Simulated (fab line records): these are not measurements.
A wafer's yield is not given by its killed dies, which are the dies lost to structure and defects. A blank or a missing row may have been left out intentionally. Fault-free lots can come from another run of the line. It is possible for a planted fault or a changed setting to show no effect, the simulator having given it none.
fab line records + flow nand_harc
record:
- lots: 13
- wafers: 37
- last_day: 34
route steps=1302 shown A_CONTACT@1094 A_BLC@1120 END@1302
lots that met no fault: taken from a fault-free run of the same line
start_h: hours from the record's first day to the start of the lot's first wafer shown + wait_h: time in hours since the lot's previous step + " as in the row above + L1.1+2: one row covering several wafers at once + - no value, or no start was given + * or withheld: withheld + < > ~ a bound
route shown NAME@n: names a module that has steps shown in the file, with the first one's number in the route + usual: mean and standard deviation over wafers with no fault + same: alike in all rows + chamber/n: place in a boat + sites: per-site readings + _std_site: standard deviation across them + _edge_site: outer sites' mean less inner sites' + radius_mm: for every site, how far away it sits from the centre of the wafer + mask NAME#n: copy n + behind: the last tool/chamber to shape the wafer + hold: why the lot was held/for how many hours/how that ended + device: whichever transistor did not switch (one of n, p or np) + end of line: at the end of the route, the tests of the same wafers + where a step has no rows: the recipe by itself + killed: not the wafer's yield, but the dies lost to structure and defects at the first sort + map: a wafer's dies, marking killed ones x, the rest . and places with no die _
set.NAME: the setting as run; set.NAME@STEP: as run at that earlier step + model.NAME: the simulator's own value behind a step, which no gauge read
route steps across a sampled set of lots; one table per step, one row per wafer
services: when a tool's chamber went out of use (start_h, in hours from the record's first day, below 0 if earlier), for how many hours, and the reason
== steps ==
step: NHARC_A_CONTACT_CD_MEAS_15
usual:
- cd_nm: 189.9/0.47
| lot.wafer | tool      | chamber | start_h | wait_h | cd_nm |
|-----------|-----------|---------|---------|--------|-------|
| L868.2    | cd_sem-01 | -       | 537.18  | -      | 190.3 |
| L868.4    | "         | -       | "       | "      | 190.3 |
| L868.6    | "         | -       | "       | "      | 190.7 |
| L867.1    | cd_sem-03 | -       | 538.48  | -      | 189.9 |
| L867.2    | "         | -       | "       | "      | 190.1 |
| L867.4    | "         | -       | "       | "      | 190.1 |
| L869.2    | cd_sem-01 | -       | 549.34  | -      | 189.6 |
| L869.3    | "         | -       | "       | "      | 189.6 |
| L869.6    | "         | -       | "       | "      | 188.9 |
| L871.3    | cd_sem-01 | -       | 575.87  | -      | 189.8 |
| L871.4    | "         | -       | "       | "      | 189.3 |
| L871.6    | "         | -       | "       | "      | 189.2 |
| L870.1    | cd_sem-01 | -       | 589.86  | -      | 189.9 |
| L870.4    | "         | -       | "       | "      | 189.9 |
| L873.4    | cd_sem-03 | -       | 598.89  | -      | 189.7 |
| L873.5    | "         | -       | "       | "      | 189.9 |
| L878.3    | cd_sem-01 | -       | 628.97  | -      | 189.7 |
| L878.5    | "         | -       | "       | "      | 189.5 |
| L878.6    | "         | -       | "       | "      | 190.2 |
| L879.3    | cd_sem-01 | -       | 647.23  | -      | 190.5 |
| L879.4    | "         | -       | "       | "      | 189.8 |
| L879.6    | "         | -       | "       | "      | 189.7 |
| L881.1    | cd_sem-03 | -       | 673.41  | -      | 189.2 |
| L881.2    | "         | -       | "       | "      | 189.5 |
| L881.6    | "         | -       | "       | "      | 189.7 |
| L880.2    | cd_sem-01 | -       | 675.04  | -      | 189.8 |
| L880.3    | "         | -       | "       | "      | 190.8 |
| L880.6    | "         | -       | "       | "      | 190.4 |
| L883.1    | cd_sem-03 | -       | 694.57  | -      | 189.4 |
| L883.2    | "         | -       | "       | "      | 189.9 |
| L883.6    | "         | -       | "       | "      | 190.3 |
| L884.2    | cd_sem-03 | -       | 711.19  | -      | 189.8 |
| L884.3    | "         | -       | "       | "      | 189.8 |
| L884.4    | "         | -       | "       | "      | 190.0 |
| L887.1    | cd_sem-01 | -       | 756.19  | -      | 190.9 |
| L887.3    | "         | -       | "       | "      | 190.3 |
| L887.4    | "         | -       | "       | "      | 190.7 |
step: NHARC_A_BLC_DESCUM_15
recipe:
- time_s: 3
- o2_flow_sccm: 200
- ar_flow_sccm: 0
- bias_power_w: 0
- chemistry: O2
usual:
- drypump_motor_current_A: 5.8/0.43
- oes_product_au: 1.000/0.01
- rf_vpp_V: 57.9/0.88
- showerhead_plenum_p_Torr: 1.97/0.072
- throttle_valve_pct: 11.312/0.0085
same:
- bias_power_w: 0
| lot.wafer | tool        | chamber | start_h | wait_h | drypump_motor_current_A | oes_product_au | rf_hours_counter_h | rf_vpp_V | showerhead_plenum_p_Torr | throttle_valve_pct |
|-----------|-------------|---------|---------|--------|-------------------------|----------------|--------------------|----------|--------------------------|--------------------|
| L868.4    | rie_diel-10 | 0       | 542.38  | 0.1    | 6.5                     | 0.987          | 10                 | 55.8     | 1.87                     | 11.306             |
| L868.2    | "           | 3       | "       | "      | 5.5                     | 1.008          | 10                 | 59.0     | 2.01                     | 11.296             |
| L868.6    | "           | 1       | "       | "      | 5.9                     | 0.998          | -                  | 55.6     | 1.78                     | 11.317             |
| L867.4    | rie_diel-07 | 3       | 542.41  | 0.1    | 6.2                     | 0.993          | 5                  | 58.2     | 2.01                     | 11.322             |
| L867.1    | "           | 1       | "       | "      | 5.8                     | 0.992          | 3                  | 60.1     | 1.98                     | 11.318             |
| L867.2    | "           | 2       | "       | "      | 5.0                     | 1.002          | 4                  | 58.7     | 2.05                     | 11.321             |
| L869.3    | rie_diel-07 | 3       | 552.94  | 0.1    | 6.2                     | 0.993          | 6                  | 58.2     | 2.01                     | 11.314             |
| L869.2    | "           | 1       | "       | "      | 5.7                     | 0.995          | 5                  | 57.6     | 1.98                     | 11.313             |
| L869.6    | "           | 1       | "       | "      | 5.7                     | 0.985          | -                  | 56.4     | 1.98                     | 11.322             |
| L871.3    | rie_diel-07 | 1       | 578.97  | 0.1    | 5.7                     | 0.990          | 7                  | 57.3     | 1.98                     | 11.315             |
| L871.4    | "           | 1       | "       | "      | 5.7                     | 1.004          | -                  | 58.0     | 1.98                     | 11.309             |
| L871.6    | "           | 3       | "       | "      | 6.2                     | 0.975          | -                  | 59.3     | 2.01                     | 11.305             |
| L870.1    | rie_diel-07 | 1       | 593.06  | 0.1    | 5.7                     | 1.004          | 8                  | 57.7     | 1.98                     | 11.318             |
| L870.4    | "           | 3       | "       | "      | 6.2                     | 0.997          | 9                  | 57.9     | 2.01                     | 11.321             |
| L873.4    | rie_diel-07 | 0       | 602.10  | 0.1    | 6.0                     | 1.006          | -                  | 58.2     | 1.95                     | 11.322             |
| L873.5    | "           | 1       | "       | "      | 5.7                     | 1.002          | -                  | 58.3     | 1.98                     | 11.316             |
| L878.3    | rie_diel-13 | 0       | 632.59  | 0.1    | 6.1                     | 1.013          | 30                 | 58.1     | 1.88                     | 11.299             |
| L878.5    | "           | 2       | "       | "      | 5.6                     | 1.001          | -                  | 58.4     | 1.95                     | 11.318             |
| L878.6    | "           | 3       | "       | "      | 6.4                     | 1.008          | -                  | 57.1     | 2.07                     | 11.315             |
| L879.4    | rie_diel-10 | 3       | 650.27  | 0.1    | 5.4                     | 0.985          | 3                  | 57.7     | 2.00                     | 11.304             |
| L879.3    | "           | 1       | "       | "      | 5.9                     | 0.980          | 4                  | 58.3     | 1.77                     | 11.309             |
| L879.6    | "           | 2       | "       | "      | 5.6                     | 0.999          | -                  | 57.8     | 1.98                     | 11.304             |
| L881.1    | rie_diel-10 | 2       | 676.53  | 0.1    | 5.6                     | 0.998          | 6                  | 57.4     | 1.98                     | 11.307             |
| L881.2    | "           | 1       | "       | "      | 5.9                     | 0.971          | 6                  | 56.5     | 1.77                     | 11.321             |
| L881.6    | "           | 3       | "       | "      | 5.4                     | 0.983          | -                  | 56.7     | 2.00                     | 11.307             |
| L880.2    | rie_diel-10 | 1       | 678.18  | 0.1    | 5.9                     | 0.987          | 6                  | 57.8     | 1.77                     | 11.309             |
| L880.3    | "           | 3       | "       | "      | 5.4                     | 0.996          | 5                  | 57.8     | 2.00                     | 11.330             |
| L880.6    | "           | 1       | "       | "      | 5.9                     | 0.981          | -                  | 55.9     | 1.77                     | 11.303             |
| L883.2    | rie_diel-07 | 3       | 697.58  | 0.1    | 6.2                     | 1.006          | 1                  | 56.7     | 2.00                     | 11.318             |
| L883.1    | "           | 2       | "       | "      | 5.0                     | 1.004          | 1                  | 57.7     | 2.05                     | 11.325             |
| L883.6    | "           | 2       | "       | "      | 5.0                     | 0.997          | -                  | 58.3     | 2.05                     | 11.323             |
| L884.4    | rie_diel-07 | 2       | 714.96  | 0.1    | 5.1                     | 1.013          | 3                  | 57.5     | 2.05                     | 11.303             |
| L884.2    | "           | 3       | "       | "      | 6.2                     | 1.002          | 3                  | 59.3     | 2.00                     | 11.315             |
| L884.3    | "           | 0       | "       | "      | 6.0                     | 0.996          | 2                  | 58.8     | 1.95                     | 11.306             |
| L887.3    | rie_diel-07 | 0       | 759.40  | 0.1    | 6.0                     | 0.989          | 4                  | 58.2     | 1.94                     | 11.313             |
| L887.4    | "           | 1       | "       | "      | 5.7                     | 0.999          | 6                  | 58.9     | 1.98                     | 11.308             |
| L887.1    | "           | 2       | "       | "      | 5.0                     | 1.017          | 6                  | 58.0     | 2.04                     | 11.320             |
step: NHARC_A_BLC_ETCH_17
recipe:
- target_depth_a: 3900
- over_etch_frac: 0.25
- time_s: 609.38
- ion_energy_ev: 200
- n2_flow_sccm: 150
- h2_flow_sccm: 150
- ar_flow_sccm: 0
- rf_w: 400
- bias_w: 150
- chemistry: N2/H2
usual:
- drypump_motor_current_A: 5.8/0.42
- oes_product_au: 1.000/0.0094
- rf_vpp_V: 432.2/2.2
- run_length_s: 630.6/0.55
- showerhead_plenum_p_Torr: 2.10/0.076
- throttle_valve_pct: 14.172/0.0097
| lot.wafer | tool        | chamber | start_h | wait_h | drypump_motor_current_A | oes_product_au | rf_hours_counter_h | rf_vpp_V | run_length_s | showerhead_plenum_p_Torr | throttle_valve_pct |
|-----------|-------------|---------|---------|--------|-------------------------|----------------|--------------------|----------|--------------|--------------------------|--------------------|
| L868.2    | rie_diel-10 | 2       | 542.60  | -      | 5.6                     | 0.996          | 9                  | 433.4    | 630.2        | 2.11                     | 14.162             |
| L868.4    | "           | 0       | "       | "      | 6.5                     | 0.985          | 10                 | 429.9    | 630.9        | 1.99                     | 14.160             |
| L868.6    | "           | 1       | "       | "      | 5.9                     | 1.001          | -                  | 426.8    | 631.0        | 1.89                     | 14.182             |
| L867.2    | rie_diel-07 | 3       | 542.63  | -      | 6.2                     | 0.991          | 5                  | 432.5    | 629.5        | 2.14                     | 14.171             |
| L867.1    | "           | 0       | "       | "      | 6.0                     | 1.002          | 4                  | 430.1    | 630.3        | 2.08                     | 14.176             |
| L867.4    | "           | 1       | "       | "      | 5.8                     | 0.996          | 4                  | 434.1    | 631.2        | 2.12                     | 14.164             |
| L869.3    | rie_diel-07 | 3       | 553.15  | -      | 6.2                     | 0.993          | 6                  | 432.4    | 629.5        | 2.14                     | 14.171             |
| L869.2    | "           | 0       | "       | "      | 6.0                     | 0.999          | 5                  | 430.8    | 630.7        | 2.08                     | 14.189             |
| L869.6    | "           | 1       | "       | "      | 5.7                     | 0.996          | -                  | 432.2    | 631.2        | 2.12                     | 14.184             |
| L871.3    | rie_diel-07 | 3       | 579.24  | -      | 6.2                     | 0.984          | 8                  | 431.2    | 629.6        | 2.14                     | 14.162             |
| L871.6    | "           | 1       | "       | "      | 5.7                     | 0.999          | -                  | 432.3    | 631.4        | 2.12                     | 14.146             |
| L871.4    | "           | 0       | "       | "      | 6.0                     | 0.996          | -                  | 431.5    | 646.0        | 2.08                     | 14.176             |
| L870.4    | rie_diel-07 | 2       | 593.31  | -      | 5.0                     | 1.003          | 6                  | 435.4    | 646.6        | 2.19                     | 14.183             |
| L870.1    | "           | 3       | "       | "      | 6.2                     | 0.996          | 9                  | 432.9    | 645.2        | 2.14                     | 14.184             |
| L873.4    | rie_diel-07 | 2       | 602.49  | -      | 5.0                     | 1.022          | -                  | 434.0    | 646.4        | 2.19                     | 14.168             |
| L873.5    | "           | 0       | "       | "      | 6.0                     | 1.006          | -                  | 431.5    | 630.4        | 2.08                     | 14.187             |
| L878.3    | rie_diel-13 | 0       | 632.90  | -      | 6.1                     | 1.010          | 31                 | 430.6    | 630.9        | 2.01                     | 14.176             |
| L878.5    | "           | 2       | "       | "      | 5.6                     | 1.002          | -                  | 431.6    | 629.9        | 2.08                     | 14.187             |
| L878.6    | "           | 3       | "       | "      | 6.4                     | 1.000          | -                  | 434.4    | 630.8        | 2.21                     | 14.176             |
| L879.3    | rie_diel-10 | 1       | 650.44  | -      | 5.9                     | 0.979          | 4                  | 427.4    | 631.3        | 1.89                     | 14.181             |
| L879.4    | "           | 3       | "       | "      | 5.4                     | 0.999          | 3                  | 433.9    | 630.4        | 2.14                     | 14.180             |
| L879.6    | "           | 1       | "       | "      | 5.9                     | 0.973          | -                  | 426.5    | 631.1        | 1.89                     | 14.178             |
| L881.2    | rie_diel-10 | 1       | 676.75  | -      | 5.9                     | 0.985          | 6                  | 425.4    | 631.5        | 1.89                     | 14.165             |
| L881.1    | "           | 3       | "       | "      | 5.4                     | 0.985          | 5                  | 433.9    | 630.4        | 2.14                     | 14.164             |
| L881.6    | "           | 1       | "       | "      | 5.9                     | 0.994          | -                  | 426.4    | 631.3        | 1.89                     | 14.157             |
| L880.3    | rie_diel-10 | 3       | 678.41  | -      | 5.5                     | 0.987          | 6                  | 433.6    | 630.5        | 2.14                     | 14.177             |
| L880.2    | "           | 0       | "       | "      | 6.5                     | 0.996          | 5                  | 429.1    | 630.8        | 1.98                     | 14.163             |
| L880.6    | "           | 3       | "       | "      | 5.4                     | 0.998          | -                  | 433.3    | 630.9        | 2.14                     | 14.172             |
| L883.2    | rie_diel-07 | 3       | 697.91  | 0.2    | 6.2                     | 1.006          | 2                  | 433.7    | 629.6        | 2.14                     | 14.186             |
| L883.1    | "           | 1       | "       | "      | 5.7                     | 0.996          | 1                  | 432.2    | 631.1        | 2.11                     | 14.168             |
| L883.6    | "           | 2       | "       | "      | 5.0                     | 0.998          | -                  | 434.7    | 631.0        | 2.19                     | 14.183             |
| L884.3    | rie_diel-07 | 0       | 715.14  | -      | 6.0                     | 0.992          | 2                  | 430.9    | 630.6        | 2.07                     | 14.178             |
| L884.2    | "           | 2       | "       | "      | 5.0                     | 1.010          | 3                  | 434.3    | 631.2        | 2.18                     | 14.171             |
| L884.4    | "           | 3       | "       | "      | 6.2                     | 0.998          | 3                  | 433.7    | 629.5        | 2.14                     | 14.190             |
| L887.4    | rie_diel-07 | 3       | 759.57  | -      | 6.2                     | 0.996          | 5                  | 433.3    | 629.7        | 2.14                     | 14.179             |
| L887.1    | "           | 1       | "       | "      | 5.7                     | 1.006          | 6                  | 432.1    | 631.0        | 2.11                     | 14.171             |
| L887.3    | "           | 2       | "       | "      | 5.0                     | 1.021          | 6                  | 435.4    | 631.0        | 2.18                     | 14.193             |
step: NHARC_A_BLC_CVD_24
recipe:
- target_thk_a: 1500
- temp_c: 300
- pressure_torr: 40
- wf6_flow_sccm: 40
- h2_flow_sccm: 1600
- ar_flow_sccm: 1560
- time_s: 434
- material: W
usual:
- heater_power_w: 451/41
- throttle_valve_pct: 8.09/0.28
| lot.wafer | tool     | chamber | start_h | wait_h | heater_power_w | throttle_valve_pct |
|-----------|----------|---------|---------|--------|----------------|--------------------|
| L867.1    | cvd_w-01 | 0       | -       | -      | 427            | 7.99               |
| L867.2    | "        | 1       | "       | "      | 523            | 8.29               |
| L867.4    | "        | 0       | "       | "      | 424            | 8.03               |
| L868.2    | cvd_w-02 | 0       | -       | -      | 402            | 8.74               |
| L868.4    | "        | 1       | "       | "      | 434            | 8.06               |
| L868.6    | "        | 0       | "       | "      | 397            | 8.64               |
| L869.2    | cvd_w-02 | 0       | -       | -      | 394            | 8.84               |
| L869.3    | "        | 1       | "       | "      | 444            | 8.34               |
| L869.6    | "        | 0       | "       | "      | 394            | 8.65               |
| L871.3    | cvd_w-02 | 0       | -       | -      | 394            | 8.36               |
| L871.4    | "        | 0       | "       | "      | 410            | 8.59               |
| L871.6    | "        | 0       | "       | "      | 408            | 8.22               |
| L870.1    | cvd_w-01 | 1       | -       | -      | 493            | 8.08               |
| L870.4    | "        | 0       | "       | "      | 436            | 7.73               |
| L873.4    | cvd_w-01 | 1       | -       | -      | 489            | 8.11               |
| L873.5    | "        | 1       | "       | "      | 496            | 7.87               |
| L878.3    | cvd_w-01 | 0       | -       | -      | 429            | 7.81               |
| L878.6    | "        | 1       | "       | "      | 491            | 7.98               |
| L878.5    | "        | 0       | "       | "      | 431            | 7.90               |
| L879.3    | cvd_w-02 | 0       | -       | -      | 399            | 8.16               |
| L879.4    | "        | 1       | "       | "      | 472            | 8.04               |
| L879.6    | "        | 0       | "       | "      | 411            | 7.93               |
| L881.1    | cvd_w-01 | 1       | -       | -      | 504            | 8.31               |
| L881.2    | "        | 0       | "       | "      | 417            | 8.01               |
| L881.6    | "        | 0       | "       | "      | 428            | 8.07               |
| L880.2    | cvd_w-02 | 1       | -       | -      | 481            | 7.94               |
| L880.3    | "        | 1       | "       | "      | 460            | 7.99               |
| L880.6    | "        | 1       | "       | "      | 470            | 8.15               |
| L883.2    | cvd_w-01 | 1       | -       | -      | 513            | 8.04               |
| L883.1    | "        | 0       | "       | "      | 419            | 7.81               |
| L883.6    | "        | 1       | "       | "      | 493            | 8.09               |
| L884.2    | cvd_w-01 | 0       | -       | -      | 433            | 7.65               |
| L884.4    | "        | 1       | "       | "      | 496            | 8.17               |
| L884.3    | "        | 0       | "       | "      | 427            | 7.93               |
| L887.1    | cvd_w-01 | 1       | -       | -      | 522            | 7.97               |
| L887.4    | "        | 0       | "       | "      | 423            | 7.99               |
| L887.3    | "        | 1       | "       | "      | 521            | 7.69               |
step: NHARC_END_SORT_01
recipe:
- temp_c: 25
usual:
- killed_at_array: 52/17
- killed_at_other: 0.9/1.2
- killed_at_periphery: 3.9/2.7
- killed_dies: 57/16
- killed_open: 3.3/1.9
- killed_short: 2.5/1.5
same:
- gross_dies: 677
| lot.wafer | tool      | chamber | start_h | wait_h | killed_at_array | killed_at_other | killed_at_periphery | killed_dies | killed_open | killed_short |
|-----------|-----------|---------|---------|--------|-----------------|-----------------|---------------------|-------------|-------------|--------------|
| L870.1    | prober-01 | 0       | 637.41  | 2.5    | 28              | 1               | 3                   | 32          | 5           | 4            |
| L873.4    | prober-02 | 0       | 649.44  | 3.4    | 25              | 1               | 1                   | 27          | 2           | 1            |
| L880.2    | prober-02 | 0       | 721.63  | 2.8    | 38              | 1               | 2                   | 41          | 3           | 2            |
| L880.3    | prober-02 | 0       | 722.44  | 3.2    | 49              | 0               | 9                   | 58          | 4           | 0            |
| L880.6    | prober-02 | 0       | 724.87  | 4.1    | 31              | 1               | 3                   | 35          | 5           | 2            |
killed by level:class
L870.1 A_CHANNEL_HOLE_D2:chamber_film_flake=8 A_WL_FILL:chamber_film_flake=3 A_CONTACT:chamber_film_flake=3 A_DECK1_JOINT:chamber_film_flake=2 A_STAIRCASE:chamber_film_flake=2 P_CONTACT:geometric_particle:open=1 P_M1:geometric_particle:open=1 A_DECK1_JOINT:geometric_particle:short=1
L873.4 A_SLIT:chamber_film_flake=8 A_STAIRCASE:chamber_film_flake=5 A_CONTACT:chamber_film_flake=5 A_CHANNEL_HOLE_D2:chamber_film_flake=2 A_DECK1_JOINT:geometric_particle:open=1 A_SGD_CUT:geometric_particle:open=1 A_WL_FILL:geometric_particle:short=1 P_ZERO_WELL:chamber_film_flake=1
L880.2 A_SLIT:chamber_film_flake=27 A_STAIRCASE:chamber_film_flake=3 A_CHANNEL_HOLE_D1:chamber_film_flake=2 P_CONTACT:geometric_particle:short=1 P_M0:geometric_particle:open=1 A_CHANNEL_FILL_D1:geometric_particle:open=1 A_ONON_D2:geometric_particle:short=1 A_CONTACT:geometric_particle:open=1
L880.3 A_SLIT:chamber_film_flake=27 A_STAIRCASE:chamber_film_flake=8 P_BONDPAD:chamber_film_flake=7 A_CHANNEL_HOLE_D1:chamber_film_flake=4 A_CONTACT:chamber_film_flake=3 P_ZERO_WELL:chamber_film_flake=2 A_BONDPAD:chamber_film_flake=2 A_SOURCE_PLATE:geometric_particle:open=1
L880.6 A_SLIT:chamber_film_flake=12 A_STAIRCASE:chamber_film_flake=6 P_BONDPAD:chamber_film_flake=3 A_CONTACT:chamber_film_flake=3 A_ONON_D2:geometric_particle:open=2 A_ZERO_WELL:chamber_film_flake=2 A_ONON_D1:geometric_particle:short=1 A_CHANNEL_FILL_D1:geometric_particle:open=1
== services ==
| tool        | chamber | start_h | hours | kind   |
|-------------|---------|---------|-------|--------|
| rie_diel-13 | -       | 522.82  | 9.0   | pm     |
| rie_diel-07 | 0       | 531.06  | 11.1  | repair |
| rie_diel-13 | 1       | 538.03  | 7.8   | repair |
| cvd_w-01    | -       | 547.06  | 13.0  | pm     |
| rie_diel-07 | 2       | 549.34  | 30.2  | repair |
| rie_diel-13 | 0       | 570.96  | 3.7   | repair |
| rie_diel-13 | 1       | 575.54  | 1.8   | repair |
| cvd_w-02    | 1       | 579.24  | 5.6   | repair |
| rie_diel-10 | -       | 592.51  | 0.8   | repair |
| rie_diel-07 | 3       | 601.73  | 5.8   | repair |
| rie_diel-10 | 0       | 618.59  | 9.7   | repair |
| cvd_w-02    | -       | 631.17  | 13.0  | pm     |
| rie_diel-10 | 3       | 638.93  | 8.3   | repair |
| rie_diel-07 | -       | 648.22  | 9.0   | pm     |
| rie_diel-07 | 3       | 675.86  | 4.0   | repair |
| rie_diel-07 | 0       | 687.63  | 14.5  | repair |
| rie_diel-07 | 1       | 692.77  | 5.0   | repair |
| rie_diel-10 | 3       | 696.22  | 12.4  | repair |
| cvd_w-01    | 0       | 706.95  | 9.6   | repair |
| rie_diel-07 | 2       | 709.38  | 3.7   | repair |
| rie_diel-10 | 3       | 713.10  | 5.8   | repair |
| rie_diel-10 | 3       | 725.03  | 4.6   | repair |
| cvd_w-01    | -       | 728.06  | 13.0  | pm     |
| cvd_w-01    | -       | 741.18  | 1.4   | repair |
== key ==
first_sign:
- step: NHARC_A_BLC_ETCH_17
- reading: run_length_s
- direction: up
- sigmas: 28
- usual: *
- struck: *
effect none on later readings
met_at NHARC_A_BLC_ETCH_17
struck_lots L870,L871,L873
struck_wafers L870.1,L870.4,L871.4,L873.4
tester_left_out L870,L871,L873
not_acting_at NHARC_A_CONTACT_CD_MEAS_15,NHARC_A_BLC_DESCUM_15,NHARC_A_BLC_CVD_24
onset_between 553.15 579.24
fault:
- kind: process_parameter_drift
- tool: rie_diel-07
- chamber: -
- onset_h: 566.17
- steps: NHARC_A_BLC_ETCH_17
- channel: time_s
- offset: *
- shape: step
- end_h: 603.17
- scope: struck_wafers_only
- acts_in: *
- stated: *
tester_left_out: of these lots the tester's yield and bins aren't shown, on N5 and GAA mostly nor the transistor test; their killed dies are dies lost to structure and defects alone, not to doping, threshold or leakage, so they don't give the yield
